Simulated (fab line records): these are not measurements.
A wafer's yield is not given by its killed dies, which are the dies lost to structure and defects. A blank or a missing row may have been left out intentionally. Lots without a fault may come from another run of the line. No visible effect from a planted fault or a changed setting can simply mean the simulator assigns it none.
Chamber matching || flow nand-harc || rie-diel-09 running NHARC_A_M0_ETCH_34: 4 sister chambers
The step etches the open film in N2/H2, target depth 40 nm, overetch 12 nm, time 43.94 s. 8 wafers are shown with their chamber, then 7 later ones without.

WAFERS PAIRED WITH THEIR CHAMBERS
{"wafer": "L085.5", "chamber": 2, "showerhead-plenum-p-Torr (Torr)": 2.01, "rf-vpp-V (V)": 428.9}
{"wafer": "L089.4", "chamber": 0, "showerhead-plenum-p-Torr (Torr)": 1.96, "rf-vpp-V (V)": 428.4}
{"wafer": "L089.5", "chamber": 1, "showerhead-plenum-p-Torr (Torr)": 1.97, "rf-vpp-V (V)": 427.7}
{"wafer": "L084.2", "chamber": 3, "showerhead-plenum-p-Torr (Torr)": 2.11, "rf-vpp-V (V)": 433.7}
{"wafer": "L084.3", "chamber": 1, "showerhead-plenum-p-Torr (Torr)": 1.97, "rf-vpp-V (V)": 427.0}
{"wafer": "L084.4", "chamber": 0, "showerhead-plenum-p-Torr (Torr)": 1.96, "rf-vpp-V (V)": 427.5}
{"wafer": "L091.4", "chamber": 2, "showerhead-plenum-p-Torr (Torr)": 2.01, "rf-vpp-V (V)": 429.5}
{"wafer": "L091.5", "chamber": 3, "showerhead-plenum-p-Torr (Torr)": 2.10, "rf-vpp-V (V)": 432.2}

WAFERS MISSING THEIR CHAMBER
{"wafer": "L091.6", "showerhead-plenum-p-Torr (Torr)": 2.01, "rf-vpp-V (V)": 429.9}
{"wafer": "L094.1", "showerhead-plenum-p-Torr (Torr)": 2.10, "rf-vpp-V (V)": 431.9}
{"wafer": "L094.3", "showerhead-plenum-p-Torr (Torr)": 1.96, "rf-vpp-V (V)": 428.9}
{"wafer": "L094.5", "showerhead-plenum-p-Torr (Torr)": 2.01, "rf-vpp-V (V)": 431.1}
{"wafer": "L097.2", "showerhead-plenum-p-Torr (Torr)": 2.10, "rf-vpp-V (V)": 433.0}
{"wafer": "L097.3", "showerhead-plenum-p-Torr (Torr)": 1.96, "rf-vpp-V (V)": 428.2}
{"wafer": "L097.6", "showerhead-plenum-p-Torr (Torr)": 1.96, "rf-vpp-V (V)": 428.5}

CHAMBER TAKEN BY EACH
{"wafer": "L091.6", "from the rows above": 2, "in truth": 2}
{"wafer": "L094.1", "from the rows above": 3, "in truth": 3}
{"wafer": "L094.3", "from the rows above": 0, "in truth": 0}
{"wafer": "L094.5", "from the rows above": 2, "in truth": 2}
{"wafer": "L097.2", "from the rows above": 3, "in truth": 3}
{"wafer": "L097.3", "from the rows above": 0, "in truth": 0}
{"wafer": "L097.6", "from the rows above": 0, "in truth": 0}
Placed correctly: 7 of 7. Number that these rows cannot place: 0. Placed wrongly: 0.
How it was worked out, from the rows above alone: a wafer's distance from a chamber is the root of the sum, over the readings, of the square of ((its reading less the chamber's mean) divided by the reading's scatter). If the next closest chamber is less than 2 further off than the closest, the wafer can't be placed; otherwise it belongs to the closest. For every chamber, the mean is computed from those of its wafers that are shown. The scatter is the square root of a quotient: the sum, over the shown wafers, of each reading's squared deviation from its chamber's mean, divided by wafers minus chambers.
